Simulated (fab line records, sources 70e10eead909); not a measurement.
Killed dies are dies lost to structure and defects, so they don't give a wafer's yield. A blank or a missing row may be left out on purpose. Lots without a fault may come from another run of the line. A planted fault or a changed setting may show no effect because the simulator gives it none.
Chamber matching | flow nand_harc | NHARC_A_STAIRCASE_DESCUM_168 on rie_diel-04: 4 sister chambers
The step chemistry O2, time 3 s. 18 wafers are shown with their chamber, then 9 later ones without.

WAFERS WITH THEIR CHAMBER
wafer  | chamber | drypump_motor_current_A (A) | showerhead_plenum_p_Torr (Torr) | oes_product_au (a.u.)
L078.3 | 3       | 6.7                         | 1.83                            | 0.997
L078.4 | 0       | 5.9                         | 1.96                            | 0.997
L078.5 | 0       | 5.9                         | 1.96                            | 1.006
L079.2 | 2       | 5.4                         | 1.90                            | 0.996
L079.3 | 1       | 5.0                         | 1.90                            | 0.997
L079.5 | 2       | 5.4                         | 1.90                            | 0.990
L081.2 | 1       | 5.0                         | 1.90                            | 0.999
L081.3 | 0       | 5.9                         | 1.96                            | 0.993
L081.5 | 2       | 5.4                         | 1.90                            | 0.994
L081.1 | 2       | 5.4                         | 1.90                            | 1.011
L081.4 | 0       | 5.9                         | 1.96                            | 0.995
L081.6 | 1       | 5.0                         | 1.90                            | 0.996
L085.1 | 2       | 5.4                         | 1.90                            | 0.997
L085.3 | 3       | 6.7                         | 1.83                            | 0.990
L085.6 | 0       | 5.9                         | 1.96                            | 0.990
L090.1 | 3       | 6.7                         | 1.83                            | 0.991
L090.2 | 0       | 6.0                         | 1.95                            | 1.004
L090.3 | 1       | 5.0                         | 1.89                            | 1.003

SIGNATURES (means of the wafers above)
reading                  | chamber 0 | chamber 1 | chamber 2 | chamber 3 | scatter within a chamber
drypump_motor_current_A  | 5.917     | 5.000     | 5.400     | 6.700     | 0.0244
showerhead_plenum_p_Torr | 1.9583    | 1.8975    | 1.9000    | 1.8300    | 0.00336
oes_product_au           | 0.99750   | 0.99875   | 0.99760   | 0.99267   | 0.00602
Rule: a wafer's distance from a chamber is the root of the sum, over the readings, of the square of ((its reading less the chamber's mean) divided by the reading's scatter). The wafer belongs to the nearest chamber; if the next one is less than 2 further off, it can't be placed. The scatter: the root of (the sum of the squares of (reading less its chamber's mean) over the shown wafers, divided by (wafers less chambers)).

WAFERS WITHOUT THEIR CHAMBER
wafer  | drypump_motor_current_A (A) | showerhead_plenum_p_Torr (Torr) | oes_product_au (a.u.)
L090.4 | 5.4                         | 1.89                            | 0.999
L090.5 | 6.7                         | 1.82                            | 0.999
L090.6 | 6.0                         | 1.95                            | 1.000
L091.2 | 5.0                         | 1.89                            | 1.012
L091.4 | 5.4                         | 1.89                            | 1.000
L091.6 | 5.4                         | 1.89                            | 1.012
L095.2 | 5.0                         | 1.89                            | 1.000
L095.5 | 5.9                         | 1.95                            | 0.984
L095.6 | 6.7                         | 1.82                            | 0.999

WHICH CHAMBER EACH WENT THROUGH
wafer  | from the rows above | in truth
L090.4 | 2                   | 2
L090.5 | 3                   | 3
L090.6 | 0                   | 0
L091.2 | 1                   | 1
L091.4 | 2                   | 2
L091.6 | 2                   | 2
L095.2 | 1                   | 1
L095.5 | 0                   | 0
L095.6 | 3                   | 3
Placed correctly: 9 of 9. Can't be placed from these rows: 0. Placed wrongly: 0.
